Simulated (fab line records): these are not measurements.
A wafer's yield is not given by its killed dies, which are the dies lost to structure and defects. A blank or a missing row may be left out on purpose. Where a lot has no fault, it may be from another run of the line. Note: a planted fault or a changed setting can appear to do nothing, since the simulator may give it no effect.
Which tool did it? -- flow n5_finfet -- 17 wafers from 6 lots sampled at 3 of the route's 1938 steps

== WHAT THE GAUGES READ, wafer by wafer ==
N5_PASSIVATION_OVL_MEAS_60.
lot,measured,on,TV_OVL (nm)
L707,day 12 06:35,overlay-02,-1 -6 -8
L710,day 13 14:39,overlay-01,-4 -6 1
L712,day 14 00:37,overlay-02,5 -11 -1
L715,day 14 20:06,overlay-02,-11 -1
L722,day 15 18:58,overlay-02,1 4 0
L727,day 17 20:39,overlay-01,13 6 5

== WHICH TOOL RAN EACH LOT (tool, then ch and the chambers of the sampled wafers, then the start) ==
lot,N5_BEOL_M1_HM_OPEN_17,N5_MIM_BOT_ETCH_ETCH_04
L707,"rie_metal-01 ch 0,1, day 6 11:31","rie_diel-06 ch 0,1,3, day 12 03:42"
L710,"rie_metal-03 ch 0,1, day 7 04:05","rie_diel-06 ch 0,3, day 13 10:46"
L712,"rie_metal-02 ch 0, day 8 03:04","rie_diel-06 ch 0,3, day 13 23:14"
L715,"rie_metal-02 ch 0,1, day 8 16:20","rie_diel-06 ch 2,3, day 14 10:59"
L722,"rie_metal-01 ch 1, day 10 04:35","rie_diel-03 ch 0,2,3, day 15 16:35"
L727,"rie_metal-03 ch 0,1, day 11 11:15","rie_diel-03 ch 0,3, day 17 18:07"
- N5_BEOL_M1_HM_OPEN_17: chemistry Cl2/BCl3, target TiN, target depth 20 nm, overetch 6 nm.
- N5_MIM_BOT_ETCH_ETCH_04: etches SiNx in CF4/O2, target depth 26 nm, time 13 s.

== THE ANSWER, worked out from the rows above alone ==
Rule: the usual values come from the lots themselves. The widest of any qualifying gaps counts: lots, ordered by their means at a reading, are off when they make up no more than a third of the lots, leave a main group of 4 or more, and stand apart from it by 3 or more times the standard deviation of that group's means. The tables above print the reading to a certain number of digits; a main group whose means all agree to those digits is not used. Also off: a lot with no number at a reading for which 4 or more lots have one. Any other lot the step has rows for is counted as sound.
No lot is off on any of the readings shown, so nothing can be concluded from this.

== WHAT THE SIMULATOR HAD PUT IN ==
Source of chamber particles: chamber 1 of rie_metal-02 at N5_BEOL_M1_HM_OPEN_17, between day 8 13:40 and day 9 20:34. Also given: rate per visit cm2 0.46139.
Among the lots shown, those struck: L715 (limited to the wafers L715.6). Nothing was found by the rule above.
